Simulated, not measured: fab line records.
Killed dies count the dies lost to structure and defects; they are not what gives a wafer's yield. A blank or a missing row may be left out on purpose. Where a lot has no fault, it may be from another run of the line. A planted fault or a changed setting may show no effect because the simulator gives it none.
Which tool was responsible? ; flow nand_harc ; 12 lots, 36 wafers sampled, at 5 steps of a route of 1302

== WHAT EACH GAUGE READ, for each wafer ==
NHARC_A_CONTACT_CD_MEAS_42 targets a cd of 300 nm.
lot;measured;on;cd_nm (nm)
L671;day 21 19:29;cd_sem-03;300.4 300.1 300.3
L676;day 23 02:53;cd_sem-01;300.1 300.9 301.3
L675;day 23 03:11;cd_sem-03;300.7 300.2 301.2
L677;day 24 14:16;cd_sem-03;300.2 300.2 300.1
L679;day 25 12:54;cd_sem-03;300.2 300.7 300.7
L682;day 26 08:11;cd_sem-02;299.5 300.5 300.1
L681;day 26 08:55;cd_sem-01;301.2 300.8 301.4
L685;day 28 00:51;cd_sem-03;300.6 299.7 301.0
L687;day 28 19:09;cd_sem-01;300.5 300.1 299.8
L690;day 30 05:40;cd_sem-02;299.8 300.4 300.7
L691;day 30 16:18;cd_sem-03;300.2 301.0 300.6
L693;day 31 02:47;cd_sem-01;301.3 299.8 300.7

NHARC_END_SORT_01.
lot;measured;on;killed_at_array;killed_at_other;killed_at_periphery;killed_dies;killed_open;killed_short
L690;day 33 11:44;prober-02;65 496 53;0 1 1;4 5 4;69 502 58;3 2 5;4 6 1
L691;day 33 15:25;prober-01;417 27 62;1 1 3;5 3 1;423 31 66;7 6 4;4 1 3

== TOOL THAT RAN EACH LOT (tool first, then ch and the chambers of the sampled wafers, then the start) ==
lot;NHARC_A_CONTACT_DESCUM_47;NHARC_A_CONTACT_ETCH_48;NHARC_A_CONTACT_ETCH_116
L671;rie_diel-03 ch 1,2,3, day 21 19:41;rie_diel-03 ch 0,2,3, day 21 19:46;har_cap_etch-02 ch 0,1, day 21 22:35
L676;rie_diel-03 ch 0,1, day 23 03:04;rie_diel-03 ch 2,3, day 23 03:08;har_cap_etch-01 ch 0,1, day 23 05:52
L675;rie_diel-13 ch 0,2,3, day 23 03:27;rie_diel-13 ch 0,1,2, day 23 03:32;har_cap_etch-02 ch 0,1, day 23 06:10
L677;rie_diel-09 ch 1,3, day 24 14:28;rie_diel-09 ch 0,1,2, day 24 14:32;har_cap_etch-03 ch 0,1, day 24 17:14
L679;rie_diel-03 ch 0,3, day 25 13:05;rie_diel-03 ch 0,1, day 25 13:10;har_cap_etch-03 ch 0,1, day 25 16:11
L682;rie_diel-03 ch 0,1,3, day 26 08:22;rie_diel-03 ch 0,2,3, day 26 08:27;har_cap_etch-03 ch 0,1, day 26 11:17
L681;rie_diel-03 ch 0,1, day 26 09:45;rie_diel-03 ch 2,3, day 26 09:50;har_cap_etch-01 ch 0,1, day 26 12:40
L685;rie_diel-03 ch 0,1,2, day 28 01:03;rie_diel-03 ch 0,2,3, day 28 01:08;har_cap_etch-03 ch 0,1, day 28 03:50
L687;rie_diel-03 ch 1,2, day 28 19:20;rie_diel-03 ch 1,2,3, day 28 19:26;har_cap_etch-02 ch 0,1, day 28 22:02
L690;rie_diel-03 ch 2,3, day 30 05:50;rie_diel-03 ch 0,2,3, day 30 05:56;har_cap_etch-01 ch 0,1, day 30 08:57
L691;rie_diel-03 ch 0,2, day 30 16:30;rie_diel-03 ch 0,2, day 30 16:35;har_cap_etch-02 ch 0,1, day 30 19:34
L693;rie_diel-09 ch 0,2,3, day 31 02:59;rie_diel-09 ch 2,3, day 31 03:05;har_cap_etch-02 ch 0,1, day 31 06:07
- NHARC_A_CONTACT_DESCUM_47: chemistry O2, time 3 s.
- NHARC_A_CONTACT_ETCH_48: etches the open film in CF4, target depth 39 nm, time 65 s.
- NHARC_A_CONTACT_ETCH_116: etches the open film in C4F8/O2/Ar, time 190 s, target depth 1850 nm.

== AS READ BY THE TOOLS THEMSELVES (means over the sampled wafers that have a number; for cases with no such wafer, the mark the record gives instead) ==
NHARC_A_CONTACT_DESCUM_47.
lot;tool;drypump_motor_current_A (A);oes_product_au (a.u.);rf_vpp_V (V);showerhead_plenum_p_Torr (Torr);throttle_valve_pct (%)
L671;rie_diel-03;5.8;0.998;57.1;1.88;11.296
L676;rie_diel-03;5.9;1.012;57.2;1.83;11.316
L675;rie_diel-13;5.5;0.993;58.3;1.93;11.320
L677;rie_diel-09;5.9;1.019;57.9;2.06;11.305
L679;rie_diel-03;5.9;0.999;56.0;1.76;11.316
L682;rie_diel-03;5.8;0.984;57.1;1.82;11.316
L681;rie_diel-03;5.8;0.989;57.2;1.88;11.314
L685;rie_diel-03;5.9;0.991;57.9;1.98;11.308
L687;rie_diel-03;5.9;1.004;57.3;1.92;11.303
L690;rie_diel-03;5.8;0.999;57.9;1.81;11.312
L691;rie_diel-03;6.0;1.004;57.3;1.97;11.314
L693;rie_diel-09;5.7;1.003;58.9;1.93;11.311

NHARC_A_CONTACT_ETCH_48.
lot;tool;bias_w (W);drypump_motor_current_A (A);oes_product_au (a.u.);rf_vpp_V (V);showerhead_plenum_p_Torr (Torr);throttle_valve_pct (%)
L671;rie_diel-03;99.93;5.9;1.005;150.3;1.69;13.286
L676;rie_diel-03;99.83;5.9;1.004;150.3;1.74;13.289
L675;rie_diel-13;100.09;5.2;0.988;151.9;1.82;13.285
L677;rie_diel-09;100.02;5.6;1.003;150.8;1.79;13.294
L679;rie_diel-03;100.00;5.9;0.996;150.8;1.69;13.291
L682;rie_diel-03;99.90;5.9;1.006;150.7;1.69;13.283
L681;rie_diel-03;100.13;5.9;1.000;150.5;1.73;13.287
L685;rie_diel-03;100.08;5.9;1.007;152.4;1.78;13.287
L687;rie_diel-03;99.36;5.8;0.988;151.4;1.73;13.276
L690;rie_diel-03;99.92;5.9;0.950;151.3;1.78;13.286
L691;rie_diel-03;100.16;6.0;0.948;152.5;1.82;13.280
L693;rie_diel-09;100.02;6.1;0.998;151.3;1.84;13.279

== THE ANSWER, worked out from the rows above alone ==
Rule: the usual values come from the lots themselves. The widest of any qualifying gaps counts: lots, ordered by their means at a reading, are off when they make up no more than a third of the lots, leave a main group of 4 or more, and stand apart from it by 3 or more times the standard deviation of that group's means. A main group is skipped when, at the precision printed for the reading in the tables above, its means are all equal. A lot without any number at a reading at which 4 lots or more have one is off too. All remaining lots with rows at the step are treated as sound. Order of review: gauges by route order, followed by the tools' own readings, for which a lot's mean as printed above is used. At the first step where some lot is off, the reading lying furthest off is the one used; lots without a number count as furthest.
Off at NHARC_A_CONTACT_ETCH_48 (oes_product_au): L690, L691. Mean 0.999 a.u. and standard deviation 0.0066 in the main group.
If a tool, at that step or one of the process steps before it, ran each lot that is off and ran no sound lot following the first of them, it fits. One candidate fits, namely rie_diel-03 at NHARC_A_CONTACT_DESCUM_47 and NHARC_A_CONTACT_ETCH_48. At NHARC_A_CONTACT_DESCUM_47 its last sound lot is L687 (day 28 19:20), its first lot that is off L690 (day 30 05:50): a fault that began between those two fits.

== WHAT HAD BEEN PUT IN BY THE SIMULATOR ==
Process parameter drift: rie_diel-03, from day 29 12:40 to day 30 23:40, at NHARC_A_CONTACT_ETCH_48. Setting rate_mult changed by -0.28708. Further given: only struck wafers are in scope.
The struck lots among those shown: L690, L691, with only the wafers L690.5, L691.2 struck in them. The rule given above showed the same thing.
